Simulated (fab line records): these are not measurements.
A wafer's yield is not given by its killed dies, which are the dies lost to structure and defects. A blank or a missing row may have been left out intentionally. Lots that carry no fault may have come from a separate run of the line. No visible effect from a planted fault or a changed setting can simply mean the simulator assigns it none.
fab line records -- flow n5Finfet
record: lots: 7, wafers: 21
route steps=1938 shown ZERO_LAYER@4 PMOS_HMC_CHANNEL_EPI@63 FIN_SAQP@99 DUMMY_GATE@215 SD_EPI_N@279
startH: hours from the record's opening day to when the first of the lot's shown wafers began -- waitH: time in hours since the lot's previous step -- " unchanged from the row above -- L1.1+2: one row covering several wafers at once -- - value missing, or start not given -- * or withheld: withheld -- < > ~ a bound
route shown NAME@n: names a module that has steps shown in the file, with the first one's number in the route -- usual: average and standard deviation across the fault-free wafers -- same: alike in all rows -- chamber/n: place in a boat -- sites: per-site readings -- _std_site: the values' standard deviation -- _edge_site: mean of outer sites minus mean of inner sites -- radiusMm: how far each site lies from the wafer's centre -- mask NAME#n: copy n -- behind: the last tool/chamber to shape the wafer -- hold: why the lot went on hold/how many hours it stayed there/how the hold came to an end -- device: names the non-switching transistor (n, p or np) -- end of line: the route-end tests of the same wafers -- where a step has no rows: the recipe by itself -- killed: dies that structure and defects cost at the first sort, which is not the same as the wafer's yield -- map: a wafer's dies, x killed, . not, _ none there
set.NAME: the run value of the setting; set.NAME@STEP: its run value at that earlier step -- model.NAME: the simulator's own value behind a step, which no gauge read
lots run with intentionally changed settings; tables by step, rows by wafer
== steps ==
step: N5_ZERO_LAYER_PECVD_02
recipe: material: SiO2, targetThkA: 100, tempC: 400, precursor: SiH4/N2O, pressureTorr: 0.75, rfW: 275, timeS: 6
lot.wafer,tool,chamber,startH,waitH,set.timeS,model.SiO2_of_ZERO_LAYER_PECVD_02.thkNm
L074.2,pecvd-04,2,12.28,0.0,6,10.05
L074.3,pecvd-04,1,12.28,0.0,5.497,9.316
L074.4,pecvd-04,2,12.28,0.0,5.497,9.341
L075.3,pecvd-02,1,18.32,0.0,6,10.12
L075.4,pecvd-02,2,18.32,0.0,6.438,10.92
L075.5,pecvd-02,1,18.32,0.0,6,10.19
L076.2,pecvd-02,1,24.30,0.0,6,10.07
L076.5,pecvd-02,1,24.30,0.0,6.421,10.99
L076.6,pecvd-02,2,24.30,0.0,6.421,10.86
L087.1,pecvd-03,1,90.30,0.0,6,9.975
L087.2,pecvd-03,0,90.30,0.0,5.742,9.538
L087.4,pecvd-03,1,90.30,0.0,6,10.36
L093.2,pecvd-03,1,126.30,0.0,5.37,8.967
L093.3,pecvd-03,2,126.30,0.0,6,9.86
L093.4,pecvd-03,1,126.30,0.0,6,10.18
L094.1+2,pecvd-02,"0,1",132.28,0.0,6,10.02
L094.5,pecvd-02,0,132.28,0.0,6,9.989
L095.3,pecvd-04,1,138.28,0.0,6,10.33
L095.4,pecvd-04,2,138.28,0.0,6,10.1
L095.5,pecvd-04,1,138.28,0.0,6,10.52
step: N5_PMOS_HMC_CHANNEL_EPI_PEB_07
recipe: pebTempC: 110, pebTimeS: 60, resist: CAR-ArF-block
lot.wafer,tool,chamber,startH,waitH,set.pebTempC
L074.2+3+4,lithoTrack-02,0,17.29,0.0,110
L075.3+5,lithoTrack-01,0,24.77,0.0,106.5
L075.4,lithoTrack-01,0,24.77,0.0,110
L076.2+5+6,lithoTrack-01,0,29.36,0.0,110
L087.1+2+4,lithoTrack-01,0,95.19,0.1,110
L093.2+3,lithoTrack-03,0,136.04,0.0,108.5
L093.4,lithoTrack-03,0,136.04,0.0,110
L094.1+2+5,lithoTrack-01,0,138.27,0.1,110
L095.3+4+5,lithoTrack-02,0,143.46,0.0,110
step: N5_PMOS_HMC_CHANNEL_EPI_DEVELOP_08
recipe: developTimeS: 30, developer: TMAH, resist: CAR-ArF-block, devTempC: 23, rinseLiquid: diw, dry: airSpin
step: N5_PMOS_HMC_CHANNEL_EPI_CD_MEAS_09
recipe: targetCdNm: 237.4, landingEnergyEv: 500, detector: seInlens
usual: cdNm: 237.4/0.96
lot.wafer,tool,chamber,startH,waitH,set.pebTempC@PMOS_HMC_CHANNEL_EPI_PEB_07,cdNm
L074.2,cdSem-01,0,17.35,-,110,236.4
L074.3,cdSem-01,0,17.35,-,110,236.9
L074.4,cdSem-01,0,17.35,-,110,235.6
L075.3,cdSem-03,0,24.83,-,106.5,225.9
L075.4,cdSem-03,0,24.83,-,110,237.3
L075.5,cdSem-03,0,24.83,-,106.5,225.9
L076.2,cdSem-02,0,29.42,-,110,237.3
L076.5,cdSem-02,0,29.42,-,110,238.7
L076.6,cdSem-02,0,29.42,-,110,239.6
L087.1,cdSem-02,0,95.26,-,110,237.3
L087.2,cdSem-02,0,95.26,-,110,237.4
L087.4,cdSem-02,0,95.26,-,110,236.0
L093.2,cdSem-02,0,136.10,-,108.5,235.3
L093.3,cdSem-02,0,136.10,-,108.5,232.4
L093.4,cdSem-02,0,136.10,-,110,237.4
L094.1,cdSem-03,0,138.34,-,110,238.8
L094.2,cdSem-03,0,138.34,-,110,237.6
L094.5,cdSem-03,0,138.34,-,110,238.4
L095.3,cdSem-03,0,143.53,-,110,237.3
L095.4,cdSem-03,0,143.53,-,110,237.2
L095.5,cdSem-03,0,143.53,-,110,238.1
step: N5_PMOS_HMC_CHANNEL_EPI_DESCUM_14
recipe: chemistry: O2, timeS: 7.9, sourcePowerW: 50, biasPowerW: 20, pressureMtorr: 20, rfFrequencyHz: 2.712e+07, tempC: 40, resist: CAR-ArF-block, o2FlowSccm: 225
lot.wafer,tool,chamber,startH,waitH,set.pebTempC@PMOS_HMC_CHANNEL_EPI_PEB_07,model.PMOS_HMC_CHANNEL_EPI.cdNm
L074.2,rieDiel-02,2,17.46,0.1,110,236.3
L074.3,rieDiel-02,1,17.46,0.1,110,236.5
L074.4,rieDiel-02,3,17.46,0.1,110,235.6
L075.3,rieDiel-02,3,24.92,0.0,106.5,225.7
L075.4,rieDiel-02,0,24.92,0.0,110,237.4
L075.5,rieDiel-02,2,24.92,0.0,106.5,226.1
L076.2,rieDiel-02,3,29.51,0.0,110,237.6
L076.5,rieDiel-02,2,29.51,0.0,110,238.5
L076.6,rieDiel-02,3,29.51,0.0,110,239.4
L087.1,rieDiel-03,2,95.45,0.1,110,237.1
L087.2,rieDiel-03,0,95.45,0.1,110,237.6
L087.4,rieDiel-03,1,95.45,0.1,110,235.7
L093.2,rieDiel-01,1,136.27,0.1,108.5,235.1
L093.3,rieDiel-01,2,136.27,0.1,108.5,232.5
L093.4,rieDiel-01,0,136.27,0.1,110,237.8
L094.1,rieDiel-01,3,138.43,0.0,110,238.9
L094.2,rieDiel-01,1,138.43,0.0,110,237.6
L094.5,rieDiel-01,1,138.43,0.0,110,238.4
L095.3,rieDiel-03,2,143.62,0.0,110,237.3
L095.4,rieDiel-03,1,143.62,0.0,110,237.1
L095.5,rieDiel-03,0,143.62,0.0,110,238.1
step: N5_PMOS_HMC_CHANNEL_EPI_ETCH_32
recipe: chemistry: N2/H2, target: BARC, stopOn: SiO2, targetDepthA: 858, overEtchFrac: 0.3, timeS: 50.3, ionEnergyEv: 200, maskMaterial: CAR-ArF-block, pressureMtorr: 30, sourceW: 840, biasW: 150, n2FlowSccm: 200, h2FlowSccm: 200
usual: rfVppV: 525.1/2.3
lot.wafer,tool,chamber,startH,waitH,set.biasW,set.pebTempC@PMOS_HMC_CHANNEL_EPI_PEB_07,rfVppV,model.PMOS_HMC_CHANNEL_EPI.cdNm
L074.2,rieDiel-02,2,17.49,0.0,169.1,110,564.9,237.6
L074.3,rieDiel-02,1,17.49,0.0,150,110,523.9,238.1
L074.4,rieDiel-02,3,17.49,0.0,169.1,110,562.4,238
L075.3,rieDiel-02,3,24.96,0.0,150,106.5,520.7,228.4
L075.4,rieDiel-02,0,24.96,0.0,142.8,110,509.0,240
L075.5,rieDiel-02,2,24.96,0.0,142.8,106.5,507.0,227.7
L076.2,rieDiel-02,3,29.55,0.0,150,110,520.5,239.8
L076.5,rieDiel-02,2,29.55,0.0,150,110,523.6,240.5
L076.6,rieDiel-02,3,29.55,0.0,150,110,520.3,241.5
L087.1,rieDiel-03,2,95.49,0.0,150,110,522.5,239.4
L087.2,rieDiel-03,0,95.49,0.0,150,110,523.8,239.7
L087.4,rieDiel-03,1,95.49,0.0,150,110,527.4,237.5
L093.2,rieDiel-01,1,136.30,0.0,150,108.5,527.2,237.2
L093.3,rieDiel-01,2,136.30,0.0,150,108.5,526.3,234.5
L093.4,rieDiel-01,0,136.30,0.0,150,110,526.3,239.6
L094.1,rieDiel-01,3,138.46,0.0,150,110,522.5,240
L094.2,rieDiel-01,1,138.46,0.0,150,110,529.2,239.8
L094.5,rieDiel-01,1,138.46,0.0,150,110,530.0,240.7
L095.3,rieDiel-03,2,143.66,0.0,150,110,523.1,239.9
L095.4,rieDiel-03,1,143.66,0.0,150,110,526.9,239.1
L095.5,rieDiel-03,0,143.66,0.0,150,110,524.4,239.7
step: N5_FIN_SAQP_PECVD_48
recipe: material: SiNx, targetThkA: 250, tempC: 400, precursor: SiH4/NH3/N2, pressureTorr: 1.5, rfW: 300, timeS: 22.1
lot.wafer,tool,chamber,startH,waitH,set.timeS,model.SiNx_of_FIN_SAQP_PECVD_48.thkNm
L074.2,pecvd-03,0,21.10,0.0,24.64,27.48
L074.3,pecvd-03,2,21.10,0.0,24.64,27.39
L074.4,pecvd-03,1,21.10,0.0,22.1,25.47
L075.3,pecvd-03,0,28.97,0.0,22.1,24.72
L075.4,pecvd-03,1,28.97,0.0,22.1,25.16
L075.5,pecvd-03,1,28.97,0.0,23.98,27.64
L076.2,pecvd-02,2,34.31,0.0,22.1,23.84
L076.5,pecvd-02,1,34.31,0.0,22.1,24.77
L076.6,pecvd-02,0,34.31,0.0,23.33,25.8
L087.1,pecvd-03,2,99.89,0.0,22.1,24.39
L087.2,pecvd-03,1,99.89,0.0,23.97,26.76
L087.4,pecvd-03,2,99.89,0.0,22.1,24.75
L093.2,pecvd-02,2,140.95,0.0,22.1,24.32
L093.3,pecvd-02,1,140.95,0.0,19.1,21.3
L093.4,pecvd-02,1,140.95,0.0,19.1,21.52
L094.1,pecvd-02,0,142.29,0.0,22.1,24.55
L094.2,pecvd-02,2,142.29,0.0,25.22,27.58
L094.5,pecvd-02,0,142.29,0.0,25.22,28.7
L095.3,pecvd-01,1,147.73,0.0,22.1,25.12
L095.4,pecvd-01,2,147.73,0.0,22.1,25.09
L095.5,pecvd-01,2,147.73,0.0,22.1,24.87
step: N5_FIN_SAQP_PEB_14
recipe: pebTempC: withheld, pebTimeS: 60, resist: CAR-ArF
lot.wafer,tool,chamber,startH,waitH,set.pebTimeS
L074.2+3,lithoTrack-02,0,21.65,0.0,60
L074.4,lithoTrack-02,0,21.65,0.0,69.58
L075.3+4,lithoTrack-05,0,29.58,0.0,60
L075.5,lithoTrack-05,0,29.58,0.0,64.76
L076.2+5,lithoTrack-04,0,34.75,0.0,60
L076.6,lithoTrack-04,0,34.75,0.0,70.67
L087.1+2,lithoTrack-02,0,100.31,0.1,55.97
L087.4,lithoTrack-02,0,100.31,0.1,60
L093.2+3,lithoTrack-05,0,141.50,0.0,60
L093.4,lithoTrack-05,0,141.50,0.0,54.79
L094.1+2+5,lithoTrack-04,0,142.84,0.1,60
L095.3+4+5,lithoTrack-05,0,148.31,0.0,60
step: N5_FIN_SAQP_DEVELOP_15
recipe: developTimeS: 30, developer: TMAH, resist: CAR-ArF, devTempC: 23, rinseLiquid: diw, dry: airSpin
step: N5_FIN_SAQP_CD_MEAS_16
recipe: targetCdNm: 35.6, landingEnergyEv: 500, detector: seInlens
usual: cdNm: 35.5/0.34
lot.wafer,tool,chamber,startH,waitH,set.pebTimeS@FIN_SAQP_PEB_14,cdNm
L074.2,cdSem-02,0,21.72,-,60,35.8
L074.3,cdSem-02,0,21.72,-,60,35.5
L074.4,cdSem-02,0,21.72,-,69.58,33.3
L075.3,cdSem-01,0,29.65,-,60,34.9
L075.4,cdSem-01,0,29.65,-,60,35.2
L075.5,cdSem-01,0,29.65,-,64.76,33.7
L076.2,cdSem-01,0,34.82,-,60,35.1
L076.5,cdSem-01,0,34.82,-,60,35.1
L076.6,cdSem-01,0,34.82,-,70.67,33.2
L087.1,cdSem-03,0,100.38,-,55.97,36.1
L087.2,cdSem-03,0,100.38,-,55.97,36.7
L087.4,cdSem-03,0,100.38,-,60,35.7
L093.2,cdSem-01,0,141.57,-,60,34.7
L093.3,cdSem-01,0,141.57,-,60,35.0
L093.4,cdSem-01,0,141.57,-,54.79,36.0
L094.1,cdSem-01,0,142.91,-,60,35.7
L094.2,cdSem-01,0,142.91,-,60,35.8
L094.5,cdSem-01,0,142.91,-,60,35.9
L095.3,cdSem-03,0,148.38,-,60,34.7
L095.4,cdSem-03,0,148.38,-,60,35.0
L095.5,cdSem-03,0,148.38,-,60,35.2
step: N5_FIN_SAQP_MANDREL1_REMOVE_56
recipe: chemistry: HBr/Cl2/O2, btTimeS: 10, target: a-Si, stopOn: SiNx, endpoint: OES-SiCl, overEtchFrac: 1, icpW: 600, biasW: 22, HBr_flow_sccm: 150, Cl2_flow_sccm: 80, O2_flow_sccm: 5, pressureMtorr: 10
step: N5_FIN_SAQP_ETCH_57
recipe: chemistry: CH3F/O2, target: SiNx, maskMaterial: SiO2, targetDepthA: 325, timeS: 46.4, pressureMtorr: 30, sourceW: 395, biasW: 73, Ar_flow_sccm: 150, CH3F_flow_sccm: 30, O2_flow_sccm: 20, ionEnergyEv: 120, ends: cleared
usual: etchRfOnTimeS: 46.1/1.2
lot.wafer,tool,chamber,startH,waitH,set.timeS@FIN_SAQP_PECVD_48,etchRfOnTimeS,model.etch.depthNm
L074.2,rieDiel-06,0,24.16,0.1,24.64,51.1,27.34
L074.3,rieDiel-06,2,24.16,0.1,24.64,50.4,27.39
L074.4,rieDiel-06,3,24.16,0.1,22.1,48.8,25.47
L075.3,rieDiel-05,0,32.60,0.0,22.1,44.4,24.72
L075.4,rieDiel-05,1,32.60,0.0,22.1,45.8,24.87
L075.5,rieDiel-05,0,32.60,0.0,23.98,49.4,27.64
L076.2,rieDiel-06,2,36.99,0.0,22.1,43.6,23.7
L076.5,rieDiel-06,1,36.99,0.0,22.1,45.1,24.63
L076.6,rieDiel-06,0,36.99,0.0,23.33,48.2,25.8
L087.1,rieDiel-06,0,103.64,0.0,22.1,45.0,24.34
L087.2,rieDiel-06,2,103.64,0.0,23.97,49.4,26.71
L087.4,rieDiel-06,1,103.64,0.0,22.1,45.6,24.75
L093.2,rieDiel-05,3,144.16,0.0,22.1,46.2,24.28
L093.3,rieDiel-05,1,144.16,0.0,19.1,40.0,21.3
L093.4,rieDiel-05,0,144.16,0.0,19.1,39.2,21.52
L094.1,rieDiel-05,3,145.19,0.0,22.1,47.0,24.55
L094.2,rieDiel-05,0,145.19,0.0,25.22,50.1,27.58
L094.5,rieDiel-05,3,145.19,0.0,25.22,55.1,28.7
L095.3,rieDiel-04,3,150.54,0.0,22.1,46.2,25.07
L095.4,rieDiel-04,1,150.54,0.0,22.1,46.5,25.09
L095.5,rieDiel-04,3,150.54,0.0,22.1,45.5,24.87
step: N5_FIN_SAQP_FIN_ETCH_36
recipe: chemistry: HBr/Cl2/O2, targetDepthA: 1200, maskMaterial: SiNx, timeS: 50.4, biasW: 102, pressureMtorr: 10, icpW: 800, HBr_flow_sccm: 150, Cl2_flow_sccm: 80, O2_flow_sccm: 12
lot.wafer,tool,chamber,startH,waitH,set.icpW,model.etch.depthNm,model.FIN_SAQP.featureDepthNm
L074.2,rieSi-03,2,27.40,0.0,708.1,110,110
L074.3,rieSi-03,3,27.40,0.0,800,121.1,121.2
L074.4,rieSi-03,0,27.40,0.0,800,121.5,121.6
L075.3,rieSi-03,0,34.78,0.0,687.1,111.3,111.2
L075.4,rieSi-03,3,34.78,0.0,800,121.7,121.6
L075.5,rieSi-03,3,34.78,0.0,800,121,121
L076.2,rieSi-03,0,39.04,0.0,800,119.6,119.6
L076.5,rieSi-03,3,39.04,0.0,800,121.7,121.6
L076.6,rieSi-03,0,39.04,0.0,941.6,130,130
L087.1,rieSi-06,3,106.13,0.0,800,117,117
L087.2,rieSi-06,0,106.13,0.0,800,121.2,121.2
L087.4,rieSi-06,2,106.13,0.0,800,119.1,119.2
L093.2,rieSi-06,2,145.99,0.0,800,120.8,120.8
L093.3,rieSi-06,1,145.99,0.0,800,117.3,117.2
L093.4,rieSi-06,3,145.99,0.0,800,118.3,118.4
L094.1,rieSi-03,1,147.35,0.0,800,122,122
L094.2,rieSi-03,3,147.35,0.0,936.6,129.9,129.8
L094.5,rieSi-03,0,147.35,0.0,800,120.7,120.8
L095.3,rieSi-03,2,152.58,0.0,800,115.7,115.8
L095.4,rieSi-03,3,152.58,0.0,800,120.7,120.6
L095.5,rieSi-03,2,152.58,0.0,800,116.2,116.2
step: N5_FIN_SAQP_PRECLEAN_38
recipe: chemistry: O3/DIW, timeS: 45, tempC: 22, o3Ppm: 10
step: N5_FIN_SAQP_PRECLEAN_45
recipe: chemistry: dHF, timeS: 10, dilution: 500:1, tempC: 25
step: N5_FIN_SAQP_SRD_39
recipe: dry: ipaMarangoni, timeS: 30, tempC: 23, rinseLiquid: diw
step: N5_FIN_SAQP_OCD_MEAS_76
usual: trenchDepthNm: 119.5/2.2
lot.wafer,tool,chamber,startH,waitH,set.icpW@FIN_SAQP_FIN_ETCH_36,trenchDepthNm
L074.2,ocd-01,-,27.62,0.0,708.1,109.5
L074.3,ocd-01,-,27.62,0.0,800,121.3
L074.4,ocd-01,-,27.62,0.0,800,122.0
L075.3,ocd-01,-,35.00,0.0,687.1,110.9
L075.4,ocd-01,-,35.00,0.0,800,121.7
L075.5,ocd-01,-,35.00,0.0,800,121.3
L076.2,ocd-01,-,39.26,0.0,800,120.0
L076.5,ocd-01,-,39.26,0.0,800,121.3
L076.6,ocd-01,-,39.26,0.0,941.6,130.3
L087.1,ocd-01,-,106.39,0.0,800,117.0
L087.2,ocd-01,-,106.39,0.0,800,121.6
L087.4,ocd-01,-,106.39,0.0,800,119.2
L093.2,ocd-02,-,146.21,0.0,800,121.0
L093.3,ocd-02,-,146.21,0.0,800,116.8
L093.4,ocd-02,-,146.21,0.0,800,118.2
L094.1,ocd-02,-,147.56,0.0,800,122.0
L094.2,ocd-02,-,147.56,0.0,936.6,129.8
L094.5,ocd-02,-,147.56,0.0,800,120.9
L095.3,ocd-02,-,152.80,0.0,800,115.3
L095.4,ocd-02,-,152.80,0.0,800,120.5
L095.5,ocd-02,-,152.80,0.0,800,116.4
step: N5_DUMMY_GATE_CVD_03
recipe: material: a-Si, targetThkA: 1500, tempC: 530, precursor: SiH4, timeS: 8042
lot.wafer,tool,chamber,startH,waitH,set.tempC,model.a-Si_of_DUMMY_GATE_CVD_03.thkNm
L074.2+4,-,-,-,0.1,522.5,119
L074.3,-,-,-,0.1,522.5,119.6
L075.3+4+5,-,-,-,0.1,543.2,214.6
L076.2,-,-,-,1.4,538.3,186.4
L076.5,-,-,-,1.4,538.3,187.4
L076.6,-,-,-,1.4,538.3,187.8
L087.1,-,-,-,0.1,536,177.6
L087.2,-,-,-,0.1,536,177.4
L087.4,-,-,-,0.1,536,177
L093.2,-,-,-,0.1,530,147.6
L093.3,-,-,-,0.1,530,148.2
L093.4,-,-,-,0.1,530,147
L094.1,-,-,-,0.1,507.2,75.8
L094.2,-,-,-,0.1,507.2,76.2
L094.5,-,-,-,0.1,507.2,75
L095.3,lpcvd-01,1/100,164.90,1.2,530,147.8
L095.4+5,lpcvd-01,"1/104,1/109",164.90,1.2,530,148
step: N5_DUMMY_GATE_PECVD_30
recipe: material: SiO2, targetThkA: 550, tempC: 400, precursor: TEOS/O2, pressureTorr: 6.5, rfW: withheld, teosFlowSccm: withheld, gas: O2, flowSccm: 2650, timeS: 10.8
lot.wafer,tool,chamber,startH,waitH,set.timeS,model.SiO2_of_DUMMY_GATE_PECVD_30.thkNm
L074.2,pecvd-02,0,46.23,0.0,10.8,54.4
L074.3,pecvd-02,1,46.23,0.0,10.8,54.2
L074.4,pecvd-02,0,46.23,0.0,10.8,55.2
L075.3,pecvd-04,0,55.44,0.0,10.8,53.8
L075.4,pecvd-04,2,55.44,0.0,10.17,52.4
L075.5,pecvd-04,0,55.44,0.0,10.8,54.6
L076.2,pecvd-02,1,58.90,0.0,9.857,49.8
L076.5+6,pecvd-02,"2,0",58.90,0.0,10.8,55.6
L087.1,pecvd-01,1,126.19,0.0,11.41,55.8
L087.2,pecvd-01,2,126.19,0.0,10.8,54.6
L087.4,pecvd-01,0,126.19,0.0,11.41,56.4
L093.2,pecvd-04,1,164.94,0.0,10.8,55.2
L093.3,pecvd-04,2,164.94,0.0,11.36,58.8
L093.4,pecvd-04,2,164.94,0.0,10.8,56.8
L094.1,pecvd-01,2,166.67,0.0,10.8,54.6
L094.2,pecvd-01,1,166.67,0.0,10.8,54.8
L094.5,pecvd-01,0,166.67,0.0,10.8,55.8
L095.3,pecvd-04,0,172.88,0.0,10.8,55.4
L095.4,pecvd-04,0,172.88,0.0,10.8,56.2
L095.5,pecvd-04,1,172.88,0.0,10.8,56
step: N5_DUMMY_GATE_COAT_34
recipe: resist: SOC, tempC: 250, timeS: 60, spinRpm: 1500, resistThkNm: 60
step: N5_DUMMY_GATE_COAT_35
recipe: resist: SiARC, tempC: 220, timeS: 60, spinRpm: 1500, resistThkNm: 10
step: N5_DUMMY_GATE_ETCH_31
recipe: chemistry: C4F6/O2, target: SiO2, maskMaterial: SOC, targetDepthA: 825, timeS: 27.5, ionEnergyEv: 250, pressureMtorr: 30, sourceW: 345, biasW: 185, Ar_flow_sccm: 300, C4F6_flow_sccm: 10, O2_flow_sccm: 10
step: N5_DUMMY_GATE_STRIP_41
recipe: chemistry: O2, powerW: 400, tempC: 40, pressureMtorr: 30, rfFrequencyHz: 6e+07, biasPowerW: 0, overashFraction: 0.3, o2FlowSccm: 225
step: N5_DUMMY_GATE_HM_OPEN_21
recipe: chemistry: CH3F/O2, target: SiNx, targetDepthA: 1200, Ar_flow_sccm: 150, CH3F_flow_sccm: 30, O2_flow_sccm: 23, timeS: 171.4, pressureMtorr: 30, sourceW: 395, biasW: 73, ionEnergyEv: 120.7
lot.wafer,tool,chamber,startH,waitH,set.timeS@DUMMY_GATE_PECVD_30,model.SiO2_of_DUMMY_GATE_PECVD_30.thkNm
L074.2,rieDiel-01,3,47.19,0.0,10.8,44.4
L074.3,rieDiel-01,2,47.19,0.0,10.8,44
L074.4,rieDiel-01,1,47.19,0.0,10.8,45
L075.3,rieDiel-03,0,56.41,0.0,10.8,44.2
L075.4,rieDiel-03,1,56.41,0.0,10.17,42.8
L075.5,rieDiel-03,3,56.41,0.0,10.8,44.6
L076.2,rieDiel-02,2,59.86,0.0,9.857,40.2
L076.5,rieDiel-02,2,59.86,0.0,10.8,46
L076.6,rieDiel-02,1,59.86,0.0,10.8,45.6
L087.1,rieDiel-03,3,127.35,0.0,11.41,45.8
L087.2,rieDiel-03,1,127.35,0.0,10.8,44.8
L087.4,rieDiel-03,1,127.35,0.0,11.41,46.4
L093.2,rieDiel-03,2,166.02,0.0,10.8,45.2
L093.3,rieDiel-03,1,166.02,0.0,11.36,49
L093.4,rieDiel-03,3,166.02,0.0,10.8,46.8
L094.1,rieDiel-03,0,167.78,0.0,10.8,45
L094.2,rieDiel-03,1,167.78,0.0,10.8,45.2
L094.5,rieDiel-03,3,167.78,0.0,10.8,45.6
L095.3,rieDiel-01,2,174.10,0.0,10.8,45.4
L095.4+5,rieDiel-01,"0,2",174.10,0.0,10.8,46
step: N5_DUMMY_GATE_ETCH_32
recipe: chemistry: CF4, target: SiO2, targetDepthA: 35, timeS: 3.9, ionEnergyEv: 350, pressureMtorr: 10, icpW: 800, biasW: 400, cf4FlowSccm: 80
lot.wafer,tool,chamber,startH,waitH,set.timeS@DUMMY_GATE_PECVD_30,model.SiO2_of_DUMMY_GATE_PECVD_30.thkNm
L074.2,rieSi-05,2,47.35,0.1,10.8,40.8
L074.3,rieSi-05,1,47.35,0.1,10.8,40.6
L074.4,rieSi-05,0,47.35,0.1,10.8,41.4
L075.3,rieSi-02,2,56.57,0.1,10.8,41
L075.4,rieSi-02,1,56.57,0.1,10.17,39.4
L075.5,rieSi-02,2,56.57,0.1,10.8,41.2
L076.2,rieSi-05,3,60.02,0.1,9.857,36.8
L076.5,rieSi-05,3,60.02,0.1,10.8,42.6
L076.6,rieSi-05,0,60.02,0.1,10.8,42
L087.1,rieSi-05,0,127.51,0.1,11.41,42.2
L087.2,rieSi-05,3,127.51,0.1,10.8,41.4
L087.4,rieSi-05,1,127.51,0.1,11.41,43
L093.2,rieSi-05,3,166.18,0.1,10.8,41.8
L093.3,rieSi-05,2,166.18,0.1,11.36,45.4
L093.4,rieSi-05,1,166.18,0.1,10.8,43.2
L094.1+2,rieSi-04,"3,0",167.94,0.1,10.8,41.6
L094.5,rieSi-04,0,167.94,0.1,10.8,42.2
L095.3,rieSi-02,3,174.26,0.1,10.8,41.8
L095.4,rieSi-02,1,174.26,0.1,10.8,42.6
L095.5,rieSi-02,0,174.26,0.1,10.8,42.4
step: N5_SD_EPI_N_ETCH_16
recipe: chemistry: CHF3/O2, target: SiO2, targetDepthA: 50, maskMaterial: SOC, pressureMtorr: 30, sourceW: 650, biasW: 170, Ar_flow_sccm: 200, CHF3_flow_sccm: 50, O2_flow_sccm: 5, ionEnergyEv: 200
lot.wafer,tool,chamber,startH,waitH,set.targetDepthA,model.etch.depthNm
L074.2,rieDiel-06,0,50.03,0.1,44.39,4.469
L074.3,rieDiel-06,2,50.03,0.1,50,5.05
L074.4,rieDiel-06,3,50.03,0.1,50,4.851
L075.3,rieDiel-06,2,58.92,0.1,54.1,5.429
L075.4,rieDiel-06,3,58.92,0.1,50,4.861
L075.5,rieDiel-06,0,58.92,0.1,54.1,5.428
L076.2,rieDiel-06,3,62.34,0.1,50,4.867
L076.5,rieDiel-06,0,62.34,0.1,44.55,4.423
L076.6,rieDiel-06,1,62.34,0.1,50,5.06
L087.1,rieDiel-05,2,129.58,0.1,50,4.957
L087.2,rieDiel-05,3,129.58,0.1,44.95,4.415
L087.4,rieDiel-05,0,129.58,0.1,44.95,4.59
L093.2,rieDiel-05,2,169.61,0.1,50,4.902
L093.3,rieDiel-05,3,169.61,0.1,50,4.754
L093.4,rieDiel-05,0,169.61,0.1,50,5.059
L094.1,rieDiel-04,3,170.17,0.1,50,5.01
L094.2,rieDiel-04,0,170.17,0.1,54.48,5.234
L094.5,rieDiel-04,2,170.17,0.1,54.48,5.544
L095.3,rieDiel-05,2,176.53,0.1,50,4.868
L095.4,rieDiel-05,3,176.53,0.1,50,4.809
L095.5,rieDiel-05,0,176.53,0.1,50,5.086
== key ==
split: step: N5_ZERO_LAYER_PECVD_02, setting: timeS, stated: 6, by: wafer
response: step: N5_ZERO_LAYER_PECVD_02, reading: model.SiO2_of_ZERO_LAYER_PECVD_02.thkNm, change: +0.104, per: 1%, r: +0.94
split: step: N5_PMOS_HMC_CHANNEL_EPI_PEB_07, setting: pebTempC, stated: 110, by: wafer
response: step: N5_PMOS_HMC_CHANNEL_EPI_CD_MEAS_09, reading: cdNm, change: +3.44, per: 1%, r: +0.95
response: step: N5_PMOS_HMC_CHANNEL_EPI_DESCUM_14, reading: model.PMOS_HMC_CHANNEL_EPI.cdNm, change: +3.5, per: 1%, r: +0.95
response: step: N5_PMOS_HMC_CHANNEL_EPI_ETCH_32, reading: model.PMOS_HMC_CHANNEL_EPI.cdNm, change: +3.6, per: 1%, r: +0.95
split: step: N5_PMOS_HMC_CHANNEL_EPI_ETCH_32, setting: biasW, stated: 150, by: wafer
response: step: N5_PMOS_HMC_CHANNEL_EPI_ETCH_32, reading: rfVppV, change: +3.06, per: 1%, r: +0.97
split: step: N5_FIN_SAQP_PECVD_48, setting: timeS, stated: 22.1, by: wafer
response: step: N5_FIN_SAQP_PECVD_48, reading: model.SiNx_of_FIN_SAQP_PECVD_48.thkNm, change: +0.236, per: 1%, r: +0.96
response: step: N5_FIN_SAQP_ETCH_57, reading: etchRfOnTimeS, change: *, per: 1%, r: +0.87
response: step: N5_FIN_SAQP_ETCH_57, reading: model.etch.depthNm, change: +0.236, per: 1%, r: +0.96
split: step: N5_FIN_SAQP_PEB_14, setting: pebTimeS, stated: 60, by: wafer
response: step: N5_FIN_SAQP_CD_MEAS_16, reading: cdNm, change: -0.129, per: 1%, r: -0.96
split: step: N5_FIN_SAQP_FIN_ETCH_36, setting: icpW, stated: 800, by: wafer
response: step: N5_FIN_SAQP_FIN_ETCH_36, reading: model.etch.depthNm, change: +0.623, per: 1%, r: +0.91
response: step: N5_FIN_SAQP_FIN_ETCH_36, reading: model.FIN_SAQP.featureDepthNm, change: +0.623, per: 1%, r: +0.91
response: step: N5_FIN_SAQP_OCD_MEAS_76, reading: trenchDepthNm, change: +0.644, per: 1%, r: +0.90
split: step: N5_DUMMY_GATE_CVD_03, setting: tempC, stated: 530, by: lot
response: step: N5_DUMMY_GATE_CVD_03, reading: model.a-Si_of_DUMMY_GATE_CVD_03.thkNm, change: +20.2, per: 1%, r: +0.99
split: step: N5_DUMMY_GATE_PECVD_30, setting: timeS, stated: 10.8, by: wafer
response: step: N5_DUMMY_GATE_PECVD_30, reading: model.SiO2_of_DUMMY_GATE_PECVD_30.thkNm, change: +0.498, per: 1%, r: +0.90
response: step: N5_DUMMY_GATE_HM_OPEN_21, reading: model.SiO2_of_DUMMY_GATE_PECVD_30.thkNm, change: +0.48, per: 1%, r: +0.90
response: step: N5_DUMMY_GATE_ETCH_32, reading: model.SiO2_of_DUMMY_GATE_PECVD_30.thkNm, change: +0.472, per: 1%, r: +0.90
split: step: N5_SD_EPI_N_ETCH_16, setting: targetDepthA, stated: 50, by: wafer
response: step: N5_SD_EPI_N_ETCH_16, reading: model.etch.depthNm, change: +0.0484, per: 1%, r: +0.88
